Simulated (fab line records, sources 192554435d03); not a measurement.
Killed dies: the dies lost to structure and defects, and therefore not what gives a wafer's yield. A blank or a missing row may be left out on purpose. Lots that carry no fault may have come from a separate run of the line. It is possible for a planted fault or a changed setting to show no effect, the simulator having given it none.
Matching of chambers / flow n5 finfet / N5_MOL_CONTACT_COAG_ETCH_67 on rie diel-03 has 4 sister chambers
The step etches SOC in N2/H2, target depth 60 nm, overetch 21 nm, time 101.2 s. 4 wafers are shown with their chamber, then 9 later ones without.

EACH WAFER AND ITS CHAMBER
wafer=L079.1; chamber=3; drypump motor current A (A)=5.6
wafer=L083.2; chamber=2; drypump motor current A (A)=6.7
wafer=L085.4; chamber=0; drypump motor current A (A)=6.0
wafer=L085.6; chamber=1; drypump motor current A (A)=6.5

WAFERS WHOSE CHAMBER IS MISSING
wafer=L086.2; drypump motor current A (A)=5.6
wafer=L086.4; drypump motor current A (A)=6.7
wafer=L086.5; drypump motor current A (A)=6.7
wafer=L087.1; drypump motor current A (A)=6.0
wafer=L087.2; drypump motor current A (A)=5.6
wafer=L087.5; drypump motor current A (A)=6.7
wafer=L093.2; drypump motor current A (A)=6.4
wafer=L093.4; drypump motor current A (A)=5.6
wafer=L093.6; drypump motor current A (A)=6.7

WHICH CHAMBER EACH WENT THROUGH
wafer=L086.2; from the rows above=3; in truth=3
wafer=L086.4; from the rows above=2; in truth=2
wafer=L086.5; from the rows above=2; in truth=2
wafer=L087.1; from the rows above=0; in truth=0
wafer=L087.2; from the rows above=3; in truth=3
wafer=L087.5; from the rows above=2; in truth=2
wafer=L093.2; from the rows above=1; in truth=1
wafer=L093.4; from the rows above=3; in truth=3
wafer=L093.6; from the rows above=2; in truth=2
Correctly placed: 9 of 9. From these rows, 0 cannot be placed. 0 placed wrongly.
How it was worked out, from the rows above alone: a wafer's distance from a chamber is the root of the sum, over the readings, of the square of ((its reading less the chamber's mean) divided by the reading's scatter). The wafer belongs to the nearest chamber; if the next one is less than 2 further off, it can't be placed. A chamber's mean is the mean of its shown wafers. The scatter: root of mean squared gap, hidden wafer to nearest shown wafer, with one shown wafer a chamber.
